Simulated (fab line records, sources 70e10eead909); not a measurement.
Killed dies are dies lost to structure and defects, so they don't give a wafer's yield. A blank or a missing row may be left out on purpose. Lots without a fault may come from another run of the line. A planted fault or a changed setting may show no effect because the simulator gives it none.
Chamber matching | flow nand_harc | NHARC_P_GATE_DESCUM_61 on rie_diel-07: 4 sister chambers
The step chemistry O2, time 3 s. 8 wafers are shown with their chamber, then 8 later ones without.

WAFERS WITH THEIR CHAMBER
wafer  | chamber | drypump_motor_current_A (A) | oes_product_au (a.u.)
L775.4 | 2       | 5.93                        | 1.004
L777.2 | 0       | 5.91                        | 1.011
L779.1 | 1       | 5.65                        | 0.977
L779.3 | 0       | 5.91                        | 1.000
L790.3 | 3       | 5.71                        | 0.984
L790.5 | 2       | 5.94                        | 1.015
L790.6 | 1       | 5.65                        | 0.979
L792.4 | 3       | 5.73                        | 0.995

WAFERS WITHOUT THEIR CHAMBER
wafer  | drypump_motor_current_A (A) | oes_product_au (a.u.)
L792.5 | 5.65                        | 0.987
L792.6 | 5.97                        | 1.003
L794.1 | 5.72                        | 1.005
L794.2 | 5.67                        | 0.988
L794.6 | 5.71                        | 1.004
L793.3 | 5.98                        | 1.004
L793.4 | 5.94                        | 1.005
L793.6 | 5.71                        | 1.000

WHICH CHAMBER EACH WENT THROUGH
wafer  | from the rows above | in truth
L792.5 | 1                   | 1
L792.6 | 2                   | 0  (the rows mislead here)
L794.1 | 3                   | 3
L794.2 | 1                   | 1
L794.6 | 3                   | 3
L793.3 | 2                   | 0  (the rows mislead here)
L793.4 | 2                   | 2
L793.6 | 3                   | 3
Placed correctly: 6 of 8. Can't be placed from these rows: 0. Placed wrongly: 2.
How it was worked out, from the rows above alone: a wafer's distance from a chamber is the root of the sum, over the readings, of the square of ((its reading less the chamber's mean) divided by the reading's scatter). The wafer belongs to the nearest chamber; if the next one is less than 2 further off, it can't be placed. A chamber's mean is the mean of its shown wafers. The scatter: the root of (the sum of the squares of (reading less its chamber's mean) over the shown wafers, divided by (wafers less chambers)).
